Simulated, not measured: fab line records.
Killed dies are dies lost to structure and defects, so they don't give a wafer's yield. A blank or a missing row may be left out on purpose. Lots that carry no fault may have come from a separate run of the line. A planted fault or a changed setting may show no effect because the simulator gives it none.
fab line records | flow n5Finfet
[record] lots = 10 | wafers = 30 | lastDay = 17
route steps=1938 shown BEOL_M9@1438 PASSIVATION@1936
lots that met no fault: taken from a fault-free run of the same line
startH: start of the lot's first displayed wafer, in hours after the record's first day | waitH: hours from the lot's prior step to this one | " same as the row above | L1.1+2: a row that stands for several wafers | - no value, or no start given | * or withheld: withheld | < > ~ a bound
route shown NAME@n: NAME is a module with steps in the file, n the number in the route of the first one | usual: mean/standard deviation taken from wafers without a fault | same: alike in all rows | chamber/n: place in a boat | sites: each site's reading | _std_site: the values' standard deviation | _edge_site: outer sites' mean less inner sites' | radiusMm: for every site, how far away it sits from the centre of the wafer | mask NAME#n: copy n | behind: the last tool/chamber to shape the wafer | hold: why the lot was held/for how many hours/how that ended | device: whichever transistor did not switch (one of n, p or np) | end of line: at the end of the route, the tests of the same wafers | step lacking rows: just its recipe | killed: the dies lost at the first sort to structure and to defects; this is not the yield of the wafer | map: per-die view of a wafer (x killed, . not killed, _ where there is no die)
set.NAME: the setting the step ran with; set.NAME@STEP: the setting that earlier step ran with | model.NAME: the simulator's own value behind a step, which no gauge read
steps of the route over a sample of lots; a table a step, a row a wafer
services: the hour from which a tool's chamber was out of use, counted from the record's first day as startH (under 0 if before that day), plus the number of hours and why
[[steps]]
[step N5_BEOL_M9_ETCH_76]
[recipe] chemistry = N2/H2 | target = underlayer | targetDepthA = 65 | maskMaterial = CAR-EUV | timeS = 5.2 | ionEnergyEv = 200 | pressureMtorr = 30 | sourceW = 840 | biasW = 150 | n2FlowSccm = 200 | h2FlowSccm = 200 | ends = cleared
[usual] drypumpMotorCurrentA = 5.5/0.37 | etchRfOnTimeS = 5.20/0.13 | oesProductAu = 0.69/0.072 | rfVppV = 524.0/2.9 | showerheadPlenumPTorr = 2.55/0.099 | throttleValvePct = 17.92/0.25
lot.wafer | tool       | chamber | startH | waitH | drypumpMotorCurrentA | etchRfOnTimeS | oesProductAu | rfHoursCounterH | rfVppV | showerheadPlenumPTorr | throttleValvePct
L850.1    | rieDiel-06 | 1       | 229.87 | 0.0   | 5.4                  | 5.07          | 0.71         | 77              | 523.0  | 2.46                  | 18.03
L850.4    | "          | 3       | "      | "     | 5.2                  | 5.28          | 0.73         | 53              | 526.1  | 2.71                  | 17.72
L850.5    | "          | 2       | "      | "     | 6.1                  | 5.21          | 0.64         | -               | 524.6  | 2.55                  | 17.95
L852.2    | rieDiel-02 | 3       | 250.74 | 0.0   | 5.7                  | 5.15          | 0.74         | 62              | 527.5  | 2.70                  | 18.29
L852.3    | "          | 2       | "      | "     | 5.8                  | 5.11          | 0.77         | 34              | 522.4  | 2.47                  | 17.43
L852.6    | "          | 3       | "      | "     | 5.7                  | 5.17          | 0.73         | -               | 528.8  | 2.70                  | 18.29
L853.3    | rieDiel-04 | 3       | 252.61 | 0.0   | 5.4                  | 5.26          | 0.59         | 220             | 526.2  | 2.63                  | 18.01
L853.5    | "          | 3       | "      | "     | 5.4                  | 5.24          | 0.59         | -               | 525.5  | 2.63                  | 17.98
L853.6    | "          | 0       | "      | "     | 5.7                  | 5.35          | 0.70         | -               | 521.3  | 2.47                  | 17.83
L854.1    | rieDiel-04 | 3       | 263.12 | 0.0   | 5.4                  | 5.22          | 0.60         | 223             | 523.6  | 2.63                  | 18.00
L854.3    | "          | 0       | "      | "     | 5.7                  | 5.35          | 0.70         | 75              | 522.3  | 2.47                  | 17.80
L854.6    | "          | 0       | "      | "     | 5.6                  | 5.30          | 0.70         | -               | 521.5  | 2.47                  | 17.80
L856.1    | rieDiel-04 | 2       | 266.23 | 0.0   | 5.7                  | 5.32          | 0.60         | 192             | 519.0  | 2.41                  | 17.79
L856.2    | "          | 1       | "      | "     | 5.0                  | 5.26          | 0.83         | 1               | 520.5  | 2.50                  | 17.64
L856.3    | "          | 3       | "      | "     | 5.4                  | 5.26          | 0.60         | 224             | 528.0  | 2.63                  | 17.99
L858.1    | rieDiel-06 | 2       | 293.77 | 0.0   | 6.1                  | 5.14          | 0.63         | 163             | 523.8  | 2.54                  | 17.99
L858.3    | "          | 1       | "      | "     | 5.4                  | 5.03          | 0.70         | 95              | 523.4  | 2.46                  | 18.07
L858.6    | "          | 3       | "      | "     | 5.2                  | 5.23          | 0.71         | -               | 526.9  | 2.71                  | 17.75
L857.2    | rieDiel-06 | 3       | 302.81 | 0.0   | 5.2                  | 5.20          | 0.70         | 71              | 529.3  | 2.71                  | 17.74
L857.4    | "          | 3       | "      | "     | 5.2                  | 5.21          | 0.70         | -               | 526.9  | 2.71                  | 17.76
L857.5    | "          | 0       | "      | "     | 5.6                  | 5.04          | 0.62         | -               | 529.0  | 2.65                  | 18.12
L865.1    | rieDiel-04 | 1       | 331.49 | 0.0   | 5.0                  | 5.43          | 0.76         | 18              | 521.8  | 2.49                  | 17.67
L865.2    | "          | 3       | "      | "     | 5.4                  | 5.17          | 0.58         | 241             | 525.9  | 2.62                  | 18.03
L865.5    | "          | 3       | "      | "     | 5.4                  | 5.19          | 0.59         | -               | 526.4  | 2.62                  | 18.04
L864.2    | rieDiel-04 | 0       | 333.98 | 0.0   | 5.7                  | 5.44          | 0.68         | 95              | 522.5  | 2.46                  | 17.87
L864.5    | "          | 0       | "      | "     | 5.6                  | 5.51          | 0.67         | -               | 521.6  | 2.46                  | 17.85
L864.6    | "          | 3       | "      | "     | 5.4                  | 5.31          | 0.58         | -               | 526.1  | 2.62                  | 18.04
L870.1    | rieDiel-02 | 0       | 366.18 | 0.0   | 4.8                  | 5.02          | 0.76         | 35              | 522.7  | 2.50                  | 18.00
L870.3    | "          | 3       | "      | "     | 5.7                  | 5.19          | 0.69         | 99              | 527.8  | 2.68                  | 18.35
L870.6    | "          | 3       | "      | "     | 5.7                  | 5.24          | 0.70         | -               | 528.3  | 2.68                  | 18.35
[step N5_BEOL_M9_ETCH_41]
[recipe] chemistry = CH3F/O2 | target = SiCN | targetDepthA = 366 | taperDeg = 2 | timeS = 70.1 | ionEnergyEv = 120 | maskMaterial = TiN | pressureMtorr = 30 | sourceW = 395 | biasW = 75 | Ar_flow_sccm = 150 | CH3F_flow_sccm = 30 | O2_flow_sccm = 20
[usual] drypumpMotorCurrentA = 5.5/0.37 | oesProductAu = 0.81/0.084 | rfVppV = 297.3/1.7 | showerheadPlenumPTorr = 2.00/0.064 | throttleValvePct = 16.34/0.18
lot.wafer | tool       | chamber | startH | waitH | drypumpMotorCurrentA | oesProductAu | rfHoursCounterH | rfVppV | showerheadPlenumPTorr | throttleValvePct
L850.1    | rieDiel-06 | 1       | -      | -     | 5.4                  | 0.82         | 77              | 295.6  | 1.95                  | 16.53
L850.4    | "          | 3       | "      | "     | 5.2                  | 0.84         | 53              | 299.9  | 2.12                  | 16.05
L850.5    | "          | 2       | "      | "     | 6.1                  | 0.76         | -               | 298.4  | 1.98                  | 16.23
L852.2    | rieDiel-02 | 3       | -      | -     | 5.7                  | 0.85         | 62              | 300.6  | 2.09                  | 16.42
L852.3    | "          | 2       | "      | "     | 5.8                  | 0.88         | 34              | 295.2  | 1.97                  | 16.01
L852.6    | "          | 3       | "      | "     | 5.7                  | 0.84         | -               | 298.2  | 2.09                  | 16.41
L853.3    | rieDiel-04 | 3       | -      | -     | 5.4                  | 0.69         | 220             | 296.5  | 2.07                  | 16.50
L853.5    | "          | 3       | "      | "     | 5.4                  | 0.69         | -               | 299.1  | 2.07                  | 16.50
L853.6    | "          | 0       | "      | "     | 5.6                  | 0.83         | -               | 297.5  | 1.96                  | 16.26
L854.1    | rieDiel-04 | 3       | -      | -     | 5.4                  | 0.69         | 223             | 298.4  | 2.07                  | 16.52
L854.3    | "          | 0       | "      | "     | 5.6                  | 0.82         | 75              | 294.7  | 1.96                  | 16.28
L854.6    | "          | 0       | "      | "     | 5.6                  | 0.82         | -               | 295.1  | 1.96                  | 16.28
L856.1    | rieDiel-04 | 2       | -      | -     | 5.7                  | 0.70         | 192             | 295.4  | 1.90                  | 16.36
L856.2    | "          | 1       | "      | "     | 5.0                  | 0.96         | 1               | 296.6  | 1.96                  | 16.12
L856.3    | "          | 3       | "      | "     | 5.4                  | 0.70         | 224             | 298.7  | 2.06                  | 16.50
L858.1    | rieDiel-06 | 2       | -      | -     | 6.1                  | 0.75         | 164             | 295.5  | 1.97                  | 16.29
L858.3    | "          | 1       | "      | "     | 5.4                  | 0.82         | 95              | 296.1  | 1.94                  | 16.58
L858.6    | "          | 3       | "      | "     | 5.2                  | 0.82         | -               | 298.7  | 2.11                  | 16.09
L857.2    | rieDiel-06 | 3       | -      | -     | 5.2                  | 0.82         | 71              | 300.5  | 2.11                  | 16.08
L857.4    | "          | 3       | "      | "     | 5.2                  | 0.83         | -               | 300.6  | 2.11                  | 16.09
L857.5    | "          | 0       | "      | "     | 5.6                  | 0.72         | -               | 298.3  | 2.08                  | 16.48
L865.1    | rieDiel-04 | 1       | -      | -     | 5.0                  | 0.90         | 18              | 295.1  | 1.95                  | 16.15
L865.2    | "          | 3       | "      | "     | 5.4                  | 0.68         | 241             | 300.4  | 2.06                  | 16.52
L865.5    | "          | 3       | "      | "     | 5.4                  | 0.69         | -               | 299.0  | 2.06                  | 16.55
L864.2    | rieDiel-04 | 0       | -      | -     | 5.6                  | 0.80         | 95              | 296.1  | 1.95                  | 16.32
L864.5    | "          | 0       | "      | "     | 5.6                  | 0.81         | -               | 296.5  | 1.95                  | 16.32
L864.6    | "          | 3       | "      | "     | 5.4                  | 0.69         | -               | 298.0  | 2.06                  | 16.51
L870.1    | rieDiel-02 | 0       | -      | -     | 4.8                  | 0.90         | 35              | 296.5  | 1.98                  | 16.37
L870.3    | "          | 3       | "      | "     | 5.7                  | 0.80         | 99              | 298.6  | 2.08                  | 16.49
L870.6    | "          | 3       | "      | "     | 5.7                  | 0.81         | -               | 299.9  | 2.08                  | 16.49
[step N5_BEOL_M9_CVD_78]
[recipe] material = Co | targetThkA = 20 | tempC = withheld | precursor = CCTBA/H2 | pressureTorr = 30 | timeS = 138.9
[usual] runLengthS = 162.0/0.6
lot.wafer | tool     | chamber | startH | waitH | runLengthS | sinceWetCleanH
L850.1    | cvdCo-01 | 0       | 231.74 | 0.0   | 162.1      | 773
L850.4    | "        | 0       | "      | "     | 162.2      | -
L850.5    | "        | 1       | "      | "     | 162.0      | -
L852.2    | cvdCo-02 | 0       | 252.43 | 0.0   | 163.2      | 1012
L852.3    | "        | 1       | "      | "     | 160.7      | 116
L852.6    | "        | 1       | "      | "     | 160.5      | -
L853.3    | cvdCo-01 | 1       | 254.33 | 0.0   | 162.1      | 1233
L853.5    | "        | 2       | "      | "     | 162.5      | -
L853.6    | "        | 1       | "      | "     | 162.0      | -
L854.1    | cvdCo-01 | 0       | 264.77 | 0.0   | 162.5      | 806
L854.3    | "        | 2       | "      | "     | 162.0      | 337
L854.6    | "        | 0       | "      | "     | 161.9      | -
L856.1    | cvdCo-02 | 2       | 269.64 | 0.3   | 161.5      | 570
L856.2    | "        | 0       | "      | "     | 162.5      | 1030
L856.3    | "        | 1       | "      | "     | 160.9      | 133
L858.1    | cvdCo-01 | 1       | 295.83 | 0.2   | 162.5      | 1275
L858.3    | "        | 0       | "      | "     | 162.2      | 837
L858.6    | "        | 0       | "      | "     | 162.6      | -
L857.2    | cvdCo-01 | 2       | 304.33 | 0.0   | 161.8      | 376
L857.4    | "        | 2       | "      | "     | 162.0      | -
L857.5    | "        | 1       | "      | "     | 162.0      | -
L865.1    | cvdCo-01 | 0       | 334.44 | 0.2   | 278.7      | 876
L865.2    | "        | 2       | "      | "     | 162.6      | 406
L865.5    | "        | 0       | "      | "     | 279.1      | -
L864.2    | cvdCo-01 | 2       | 335.78 | 0.3   | 162.0      | 408
L864.5    | "        | 0       | "      | "     | 279.4      | -
L864.6    | "        | 2       | "      | "     | 162.0      | -
L870.1    | cvdCo-02 | 1       | 368.75 | 0.0   | 161.2      | 232
L870.3    | "        | 0       | "      | "     | 163.3      | 1129
L870.6    | "        | 1       | "      | "     | 161.1      | -
[step N5_BEOL_M9_ANNEAL_51]
[recipe] tempC = 225 | timeS = 90 | ambient = N2
[usual] wafer_temp_C_max = 225.90/0.26
lot.wafer | tool         | chamber | startH | waitH | wafer_temp_C_max
L850.1    | rtpAnneal-02 | 0       | 232.21 | 0.1   | 226.16
L850.4    | "            | 0       | "      | "     | 226.25
L850.5    | "            | 0       | "      | "     | 226.21
L852.2    | rtpAnneal-01 | 0       | 253.04 | 0.2   | 225.81
L852.3    | "            | 0       | "      | "     | 225.78
L852.6    | "            | 0       | "      | "     | 225.92
L853.3    | rtpAnneal-01 | 0       | 254.89 | 0.3   | 225.56
L853.5    | "            | 0       | "      | "     | 226.05
L853.6    | "            | 0       | "      | "     | 225.40
L854.1    | rtpAnneal-02 | 0       | 265.12 | 0.1   | 226.73
L854.3    | "            | 0       | "      | "     | 225.72
L854.6    | "            | 0       | "      | "     | 226.15
L856.1    | rtpAnneal-02 | 0       | 271.94 | 0.1   | 225.72
L856.2    | "            | 0       | "      | "     | 226.28
L856.3    | "            | 0       | "      | "     | 225.72
L858.1    | rtpAnneal-01 | 0       | 296.44 | 0.3   | 225.89
L858.3    | "            | 0       | "      | "     | 225.60
L858.6    | "            | 0       | "      | "     | 225.69
L857.2    | rtpAnneal-02 | 0       | 304.74 | 0.1   | 225.60
L857.4    | "            | 0       | "      | "     | 226.26
L857.5    | "            | 0       | "      | "     | 225.82
L865.1    | rtpAnneal-02 | 0       | 334.93 | 0.1   | 226.09
L865.2    | "            | 0       | "      | "     | 225.88
L865.5    | "            | 0       | "      | "     | 226.43
L864.2    | rtpAnneal-01 | 0       | 336.35 | 0.2   | 225.55
L864.5    | "            | 0       | "      | "     | 225.54
L864.6    | "            | 0       | "      | "     | 225.46
L870.1    | rtpAnneal-02 | 0       | 369.38 | 0.4   | 225.72
L870.3    | "            | 0       | "      | "     | 225.86
L870.6    | "            | 0       | "      | "     | 225.67
[step N5_PASSIVATION_PROBE_49]
[usual] defectLimitedYield = 91.0/1.4 | killed_at_M0_to_M3 = 35/10 | killed_at_M4_up = 14/5.5 | killedAtContacts = 13/5.6 | killedAtFrontEnd = 41/11 | killedAtOther = 4/3.4 | killedDies = 106/16 | killedOpen = 68/12 | killedShort = 35/7.3 | sort_bin_4_leakage = 0.3/2.1 | sort_bin_5_function = 5.3/0.89 | sort_bin_6_memory = 3.4/0.67 | sortNPass = 1070/28 | sortYieldPct = 90.7/2.4
[same] grossDies = 1180 | killedAtBackSide = 0 | sort_bin_8_speed[%] = 0
lot.wafer | tool      | chamber | startH | waitH | defectLimitedYield[%] | killed_at_M0_to_M3 | killed_at_M4_up | killedAtContacts | killedAtFrontEnd | killedAtOther | killedDies | killedOpen | killedShort | sort_bin_4_leakage[%] | sort_bin_5_function[%] | sort_bin_6_memory[%] | sortNPass | sortYieldPct[%]
L857.2    | prober-02 | -       | 372.05 | 0.1   | 89.3                  | 33                 | 24              | 14               | 55               | 0             | 126        | 88         | 33          | 0.3                   | 5.5                    | 4.5                  | 1051      | 89.1
L857.4    | prober-02 | -       | 372.15 | 0.2   | 91.1                  | 37                 | 12              | 18               | 35               | 3             | 105        | 70         | 30          | 0                     | 4.8                    | 3.4                  | 1075      | 91.1
L857.5    | prober-02 | -       | 372.20 | 0.2   | 90.9                  | 21                 | 21              | 17               | 44               | 4             | 107        | 77         | 25          | 0                     | 5.2                    | 3.6                  | 1073      | 90.9
// killed by level:class
L857.2 FIN_SAQP:geometricParticle:open=13 MOL_CONTACT_COAG:geometricParticle:open=13 BEOL_M4:geometricParticle:open=12 BEOL_M2:geometricParticle:open=10 FIN_SAQP:geometricParticle:short=8 BEOL_M0_SAQP:geometricParticle:short=6 STI_FIN_REVEAL:geometricParticle:open=5 STARTING-WAFER:geometricParticle:open=5
L857.4 BEOL_M1:geometricParticle:open=16 MOL_CONTACT_COAG:geometricParticle:open=15 BEOL_M0_SAQP:geometricParticle:short=8 STI_FIN_REVEAL:geometricParticle:open=7 DUMMY_GATE:geometricParticle:open=5 BEOL_M4:geometricParticle:open=5 BEOL_M3:geometricParticle:open=4 HKMG_FIN:areaEtch=4
L857.5 MOL_CONTACT_COAG:geometricParticle:open=12 BEOL_M4:geometricParticle:open=11 DUMMY_GATE:geometricParticle:open=10 STI_FIN_REVEAL:geometricParticle:open=9 BEOL_M0_SAQP:geometricParticle:open=5 MOL_CONTACT_COAG:geometricParticle:short=4 BEOL_M0_SAQP:geometricParticle:short=4 BEOL_M2:geometricParticle:open=4
[[services]]
tool         | chamber | startH | hours | kind
rieDiel-04   | 0       | 222.79 | 11.3  | repair
rieDiel-04   | 2       | 228.08 | 2.4   | repair
rieDiel-02   | 0       | 234.65 | -     | clean
rieDiel-02   | 0       | 234.65 | -     | consumableReplace:focusRing
rieDiel-02   | 0       | 234.65 | 19.3  | scheduledDown
rieDiel-02   | 0       | 234.65 | 19.3  | ventCycle
rieDiel-04   | 1       | 249.86 | -     | clean
rieDiel-04   | 1       | 249.86 | -     | consumableReplace:focusRing
rieDiel-04   | 1       | 249.86 | 12.2  | scheduledDown
rieDiel-04   | 1       | 249.86 | 12.2  | ventCycle
rtpAnneal-01 | -       | 250.65 | 1.2   | pm
rieDiel-06   | 2       | 299.45 | 8.1   | repair
cvdCo-02     | -       | 302.30 | 0.5   | repair
cvdCo-01     | -       | 305.44 | 6.9   | pm
cvdCo-01     | 1       | 333.33 | -     | clean
cvdCo-01     | 1       | 333.33 | 22.0  | scheduledDown
cvdCo-01     | 1       | 333.33 | 22.0  | ventCycle
rieDiel-06   | 0       | 337.05 | 4.8   | repair
rieDiel-02   | 1       | 338.56 | -     | clean
rieDiel-02   | 1       | 338.56 | -     | consumableReplace:focusRing
cvdCo-02     | -       | 345.77 | 3.8   | pm
cvdCo-01     | -       | 352.66 | 2.8   | pm
rieDiel-04   | 3       | 361.23 | -     | clean
rieDiel-04   | 3       | 361.23 | -     | consumableReplace:focusRing
[[key]]
[firstSign] step = N5_BEOL_M9_CVD_78 | reading = runLengthS | direction = up | sigmas = 99+ | usual = * | struck = *
effect none on later readings
metAt N5_BEOL_M9_CVD_78
struckLots L864,L865
struckWafers L864.5,L865.1,L865.5
notActingAt N5_BEOL_M9_ETCH_76,N5_BEOL_M9_ETCH_41,N5_BEOL_M9_ANNEAL_51
onsetBetween 295.83 334.44
[fault] kind = processParameterDrift | tool = cvdCo-01 | chamber = 0 | onsetH = 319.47 | steps = N5_BEOL_M9_CVD_78 | channel = timeS | offset = * | shape = step | endH = 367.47 | actsIn = * | stated = *
